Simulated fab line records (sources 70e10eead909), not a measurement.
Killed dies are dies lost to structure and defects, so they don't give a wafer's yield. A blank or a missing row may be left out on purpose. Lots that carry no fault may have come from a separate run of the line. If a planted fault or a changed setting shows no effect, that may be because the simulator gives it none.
A struck lot beside a sound one | flow nand_harc | 42 out of 1302 route steps
Sound: these wafers, L344.1, L344.4, L344.5. Struck: wafers L348.4, L348.6 (left out: L348.5, a lot-mate that was not struck); the cause follows at the end.
Order at every step that has rows: each side's tool, ch and its chambers, its first start. Under that, the readings that differ: sound wafers | struck wafers | difference of the means | sigmas: that difference in standard deviations of wafers without a fault.
alike: readings whose means differ by less than 2 such deviations, and words and numbers that are the same on both sides. not compared: withheld readings, readings that some wafer has no value for, bounds like >300 that may hide the same value, and numbers for which the record gives no deviation and whose values overlap.
A row with sigmas, a row that says differs or no value, or rows on one side alone: a step with any of these is where the two part. When numbers do not overlap yet have no deviation, they are printed without sigmas and do not part them. A reading that every wafer of one side lacks parts them only if that side has two wafers or more.

first, 6 steps without rows for these wafers: NHARC_A_SLIT_COAT_03 (resist thk 90 nm); NHARC_A_SLIT_SOFTBAKE_04 (time 55 s); NHARC_A_SLIT_EBR_05; NHARC_A_SLIT_EXPOSE_06 (exposes mask SLIT); NHARC_A_SLIT_PEB_07 (peb time 65 s); NHARC_A_SLIT_DEVELOP_08 (develop time 35 s).
NHARC_A_SLIT_CD_MEAS_09: target cd 300 nm.
  sound on cd_sem-02 ch 0, day 24 04:13; struck on cd_sem-03 ch 0, day 25 21:33
  alike: cd_nm
NHARC_A_SLIT_OVL_MEAS_10:
  sound on overlay-02, day 24 04:18; struck on overlay-01, day 25 21:38
  alike: overlay_x_nm, overlay_y_nm
NHARC_A_SLIT_INSPECT_11:
  sound on defect_inspect-01, day 24 04:20; struck on defect_inspect-02, day 25 21:40
  alike: raw_defect_count
then, 3 steps without rows for these wafers: NHARC_A_SLIT_DESCUM_14 (chemistry O2, time 3 s); NHARC_A_SLIT_ETCH_24 (etches the open film in CF4/CHF3, target depth 121 nm, time 60.5 s); NHARC_A_SLIT_ETCH_15 (etches the open film in O2/COS, target depth 6200 nm, time 1612 s).
NHARC_A_SLIT_ETCH_17: etches the open film in C4F8/O2/Ar, time 4254.5 s, target depth 20300 nm.
  sound on har_etch-01 ch 0,1, day 24 06:15; struck on har_etch-01 ch 1, day 26 00:12
  alike: drypump_motor_current_A, he_backside_leak_sccm, mfc_ar_sccm, showerhead_plenum_p_Torr, throttle_valve_pct
  not compared: rf_hours_counter_h
then, 6 steps without rows for these wafers: NHARC_A_SLIT_ETCH_26 (etches the open film in C4F8/O2/Ar, time 90 s, target depth 400 nm); NHARC_A_SLIT_STRIP_28 (strips in O2/COS); NHARC_A_SLIT_ETCH_29 (etches the open film in CF4/O2, target depth 100 nm, overetch 10 nm, time 55 s); NHARC_A_SLIT_STRIP_18 (strips in O2); NHARC_A_SLIT_PRECLEAN_19 (cleans in SC1); NHARC_A_SLIT_SRD_20.
NHARC_A_SLIT_CD_MEAS_21:
  sound on cd_sem-03, day 24 10:41; struck on cd_sem-02, day 26 04:07
  reading    | sound             | struck      | difference | sigmas
  cd_nm (nm) | 288.3 288.3 289.0 | 290.1 290.3 | +1.7       | +2
then, 3 steps without rows for these wafers: NHARC_A_SIN_REMOVE_WET_00 (chemistry H3PO4, time 15300 s); NHARC_A_SIN_REMOVE_PRECLEAN_01 (cleans in SC1); NHARC_A_SIN_REMOVE_SRD_02.
NHARC_A_SIN_REMOVE_INSPECT_04:
  sound on defect_inspect-01, day 24 17:08; struck on defect_inspect-02, day 26 11:19
  reading          | sound       | struck  | difference | sigmas
  raw_defect_count | 421 453 498 | 693 604 | +191       | +2
NHARC_A_WL_FILL_ALD_00: deposits Al2O3, target thk 3 nm, pulse time 3 s, ald cycles 30.
  sound on ald_hk-04 ch 0,1, day 24 19:07; struck on ald_hk-03 ch 0,1, day 26 11:29
  alike: heater_power_w, precursor_pulse_height_rel, susceptor_temp_C
then, 2 steps without rows for these wafers: NHARC_A_WL_FILL_RTA_01 (time 5 s); NHARC_A_WL_FILL_ALD_02 (deposits TiN, target thk 2 nm, pulse time 3 s, ald cycles 100).
NHARC_A_WL_FILL_CVD_03: deposits W, target thk 40 nm, time 279 s.
  sound on cvd_w-01 ch 1, day 24 20:05; struck on cvd_w-02 ch 1, day 26 12:45
  reading            | sound       | struck  | difference | sigmas
  heater_power_w (W) | 498 494 506 | 462 466 | -35        | -2
  alike: mfc_ar_sccm, susceptor_temp_C, throttle_valve_pct
then, 1 step without rows for these wafers: NHARC_A_WL_FILL_ETCHBACK_04 (etches the open film in NF3, target depth 60 nm, time 120 s).
NHARC_A_WL_FILL_ETCHBACK_05: etches the open film in Cl2/BCl3, target depth 22 nm, time 60 s.
  sound on rie_metal-01 ch 0,1, day 24 20:38; struck on rie_metal-02 ch 0,1, day 26 13:24
  alike: drypump_motor_current_A, he_backside_leak_sccm, oes_product_au
  not compared: rf_hours_counter_h
NHARC_A_WL_FILL_STRIP_27: strips in N2/H2, time 20 s.
  sound on plasma_asher-02 ch 0,1, day 24 20:47; struck on plasma_asher-01 ch 1, day 26 13:33
  reading                     | sound       | struck  | difference | sigmas
  drypump_motor_current_A (A) | 4.9 5.6 4.9 | 5.7 5.8 | +0.6       | +2
  alike: heater_power_w
  not compared: rf_hours_counter_h
then, 6 steps without rows for these wafers: NHARC_A_WL_FILL_STRIP_28 (strips in post etch residue remover, time 1200 s); NHARC_A_WL_FILL_PRECLEAN_06 (cleans in DIW, time 300 s); NHARC_A_WL_FILL_SRD_07; NHARC_A_WL_FILL_ANNEAL_08 (time 1800 s); NHARC_A_WL_FILL_ALD_10 (deposits SiO2, target thk 50 nm, pulse time 10 s, ald cycles 500); NHARC_A_WL_FILL_ETCHBACK_16 (etches the open film in C4F8/O2/Ar, target depth 120 nm, time 24 s).
NHARC_A_WL_FILL_STRIP_29: strips in O2, time 20 s.
  sound on rie_diel-11 ch 0,2,3, day 25 05:31; struck on rie_diel-03 ch 0, day 27 00:07
  reading               | sound             | struck      | difference | sigmas
  oes_product_au (a.u.) | 1.000 1.011 1.010 | 0.989 0.981 | -0.022     | -3
  alike: drypump_motor_current_A, mfc_ar_sccm, rf_vpp_V, showerhead_plenum_p_Torr, throttle_valve_pct
  not compared: rf_hours_counter_h
then, 1 step without rows for these wafers: NHARC_A_WL_FILL_ETCHBACK_17 (etches the open film in Cl2/BCl3, target depth 4 nm, time 26.7 s).
NHARC_A_M0_DESCUM_14: chemistry O2, time 3 s.
  sound on rie_diel-02 ch 0,2, day 27 03:58; struck on rie_diel-05 ch 1,3, day 28 15:56
  reading               | sound             | struck      | difference | sigmas
  mfc_ar_sccm (sccm)    | 0.002 0 0.002     | 0.016 0.010 | +0.012     | +2
  model.A_M0.cd_nm (nm) | 81.36 80.45 80.42 | 81.92 81.81 | +1.12      |
  alike: drypump_motor_current_A, oes_product_au, rf_vpp_V, showerhead_plenum_p_Torr, throttle_valve_pct
  not compared: rf_hours_counter_h
NHARC_A_M0_ETCH_15: etches the open film in C4F8/Ar, target depth 150 nm, overetch 15 nm, time 82.5 s.
  sound on rie_diel-02 ch 2,3; struck on rie_diel-05 ch 0,3
  reading               | sound            | struck      | difference | sigmas
  model.A_M0.cd_nm (nm) | 81.59 80.34 80.9 | 81.91 81.98 | +1.00      |
  alike: oes_product_au, rf_vpp_V
  not compared: rf_hours_counter_h
NHARC_END_SORT_01:
  at this point the record logs the struck wafers (prober-01 ch 0, day 30 10:31) and has no rows for the sound ones

== WHERE THEY PART ==
At NHARC_A_SLIT_CD_MEAS_21 first; at NHARC_END_SORT_01 last (within this record only).

WHY: what the simulator had put in
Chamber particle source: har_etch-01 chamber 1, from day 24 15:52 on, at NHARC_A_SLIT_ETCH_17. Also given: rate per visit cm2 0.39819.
